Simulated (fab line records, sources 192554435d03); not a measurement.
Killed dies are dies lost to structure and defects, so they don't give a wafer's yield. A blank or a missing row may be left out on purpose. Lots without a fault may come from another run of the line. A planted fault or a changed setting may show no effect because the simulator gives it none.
fab line records | flow n5_finfet
record lots=7 wafers=39
route steps=1938 shown DUMMY_GATE@237 SD_EPI_N@267 HKMG_FIN@414 MOL_CONTACT_COAG@559 BEOL_M4@1111
start_h: hours from the record's first day to the start of the lot's first wafer shown | wait_h: hours since the lot's step before | " the same as in the row above | L1.1+2: a row that stands for several wafers | - no value, or no start given | * or withheld: withheld | < > ~ a bound
route shown NAME@n: a module of which the file shows steps, and the number in the route of the first | usual: mean/standard deviation of fault-free wafers | same: alike in all rows | chamber/n: place in a boat | sites: the reading at each site | _std_site: their standard deviation | _edge_site: outer sites' mean less inner sites' | radius_mm: how far each site lies from the wafer's centre | mask NAME#n: copy n | behind: the tool/chamber that last shaped the wafer | hold: why the lot was held/for how many hours/how that ended | device: the transistor (n, p or np) that didn't switch | end of line: the same wafers' tests at the end of the route | a step without rows: its recipe alone | killed: dies lost to structure and defects at the first sort, not the wafer's yield | map: a wafer's dies, x killed, . not, _ none there
set.NAME: the setting as run; set.NAME@STEP: as run at that earlier step | model.NAME: the simulator's own value behind a step, which no gauge read
lots whose settings were changed on purpose; a table a step, a row a wafer
## steps
# step N5_DUMMY_GATE_ETCH_37
# recipe chemistry=N2/H2 target=SOC target_depth_a=600 overetch_a=300 temp_c=40 ion_energy_ev=200 pressure_mtorr=30 source_w=840 bias_w=150 n2_flow_sccm=200 h2_flow_sccm=200
# step N5_DUMMY_GATE_ETCH_32
# recipe chemistry=CF4 target=SiO2 target_depth_a=35 time_s=3.9 ion_energy_ev=350 pressure_mtorr=10 icp_w=800 bias_w=400 cf4_flow_sccm=80
# step N5_DUMMY_GATE_ETCH_44
# recipe chemistry=HBr/O2 over_etch_frac=0.7 target_depth_a=1275 stop_on=SiO2 ion_energy_ev=60 bias_w=20 target=poly-Si mask_material=SiO2 pressure_mtorr=20 icp_w=400 HBr_flow_sccm=120 O2_flow_sccm=10
# step N5_SD_EPI_N_EXPOSE_06
# recipe mask_id=SD_N_BLK na=1.35 source_shape=conventional sigma_outer=0.8 polarization=unpolarized target_cd_nm=120 dose_mj=39.75
# step N5_HKMG_FIN_RTA_80
# recipe temp_c=withheld time_s=2 ambient=N2 idle_temp_c=600 ramp_up_c_per_s=150 ramp_down_c_per_s=60 cool_to_c=600
# step N5_MOL_CONTACT_COAG_ALD_27
# recipe material=SiOC target_thk_a=170 temp_c=400 ald_precursor_family=carbosiloxane ald_co_reactant=H2-plasma pulse_time_s=1.5 time_s=2720 purge_time_s=2 co_reactant_purge_time_s=2 ald_cycles=340 pressure_torr=2
# step N5_BEOL_M4_RC_MEAS_101
# usual VT_N_LVT=99/3.1 VT_P_LONG=-276.3/2.6
# columns lot.wafer tool chamber start_h wait_h set.source_w@DUMMY_GATE_ETCH_37 set.time_s@DUMMY_GATE_ETCH_32 set.target_depth_a@DUMMY_GATE_ETCH_44 set.dose_mj@SD_EPI_N_EXPOSE_06 set.time_s@HKMG_FIN_RTA_80 set.ald_cycles@MOL_CONTACT_COAG_ALD_27 VT_N_LVT[mV] VT_P_LONG[mV]
L074.1 prober-01 0 209.88 0.0 840 3.9 1275 37.61 2.465 340 90 -281.1
L074.2 " 0 " " 840 3.9 1275 37.61 2.465 397 93 -283.4
L074.3 " 0 " " 840 3.9 1275 39.75 2 340 103 -278.1
L074.4 " 0 " " 840 4.663 1275 39.75 2 340 95 -277.9
L074.5 " 0 " " 840 4.663 1275 39.75 2.465 397 93 -284.1
L074.6 " 0 " " 840 4.663 1275 37.61 2 397 98 -276.8
L082.1 prober-01 0 272.94 0.0 840 3.9 1275 39.75 2 340 106 -274.7
L082.2 " 0 " " 700.8 3.9 1275 38.14 2 340 106 -273.3
L082.3 " 0 " " 840 3.9 1275 39.75 1.659 340 105 -268.7
L082.4 " 0 " " 700.8 3.9 1275 39.75 1.659 340 108 -269.9
L082.5 " 0 " " 840 3.9 1275 38.14 2 340 106 -272.1
L082.6 " 0 " " 700.8 3.9 1275 38.14 1.659 340 107 -267.3
L085.1 prober-02 0 286.57 0.0 840 3.9 1275 39.75 2 340 100 -274.1
L085.2 " 0 " " 777.7 3.9 1275 39.75 1.811 340 104 -272.2
L085.3 " 0 " " 777.7 3.9 1197 39.75 2 377 105 -272.6
L085.4 " 0 " " 777.7 3.9 1197 39.75 1.811 340 107 -272.8
L085.5 " 0 " " 840 3.9 1275 39.75 1.811 377 106 -271.9
L085.6 " 0 " " 840 3.9 1197 39.75 2 377 104 -275.7
L087.1 prober-01 0 286.95 0.0 948.8 3.9 1275 39.75 2 340 98 -276.5
L087.2 " 0 " " 948.8 4.265 1275 38.84 1.625 340 104 -272.9
L087.3 " 0 " " 840 4.265 1275 39.75 2 340 97 -277.6
L087.4 " 0 " " 840 4.265 1275 39.75 1.625 340 107 -270.3
L087.5 " 0 " " 840 3.9 1275 38.84 2 340 100 -276.5
L087.6 " 0 " " 948.8 3.9 1275 38.84 1.625 340 107 -271.9
L092.2 prober-02 0 327.35 0.2 840 3.9 1275 39.75 2 340 99 -279.1
L092.3 " 0 " " 840 3.9 1275 39.75 2 340 96 -278.4
L092.5 " 0 " " 840 3.9 1275 39.75 2 340 99 -278.7
L094.1 prober-01 0 338.72 0.0 909.7 4.283 1275 37.42 2 340 95 -280.0
L094.2 " 0 " " 840 4.283 1275 39.75 1.648 370 105 -276.3
L094.3 " 0 " " 909.7 3.9 1275 39.75 2 370 95 -277.8
L094.4 " 0 " " 840 3.9 1275 37.42 1.648 370 103 -272.8
L094.5 " 0 " " 840 4.283 1275 37.42 2 340 99 -279.6
L094.6 " 0 " " 909.7 3.9 1275 39.75 1.648 340 106 -276.6
L096.1 prober-02 0 347.58 0.0 840 3.9 1275 40.58 2 340 99 -275.6
L096.2 " 0 " " 840 3.04 1322 40.58 2 305 96 -273.8
L096.3 " 0 " " 840 3.04 1275 39.75 2 340 96 -275.8
L096.4 " 0 " " 840 3.9 1275 39.75 2 305 98 -275.1
L096.5 " 0 " " 840 3.9 1322 39.75 2 340 99 -275.1
L096.6 " 0 " " 840 3.04 1322 40.58 2 305 95 -274.7
## key
split step=N5_DUMMY_GATE_ETCH_37 setting=source_w stated_as=840
response none clear
split step=N5_DUMMY_GATE_ETCH_32 setting=time_s stated_as=3.9
response none clear
split step=N5_DUMMY_GATE_ETCH_44 setting=target_depth_a stated_as=1275
response none clear
split step=N5_SD_EPI_N_EXPOSE_06 setting=dose_mj stated_as=39.75
response none clear
split step=N5_HKMG_FIN_RTA_80 setting=time_s stated_as=2
response step=N5_BEOL_M4_RC_MEAS_101 reading=VT_P_LONG slope=-0.257 per=1% together_with=all explained=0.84
response step=N5_BEOL_M4_RC_MEAS_101 reading=VT_N_LVT slope=-0.316 per=1% together_with=all explained=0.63
split step=N5_MOL_CONTACT_COAG_ALD_27 setting=ald_cycles stated_as=340
response none clear
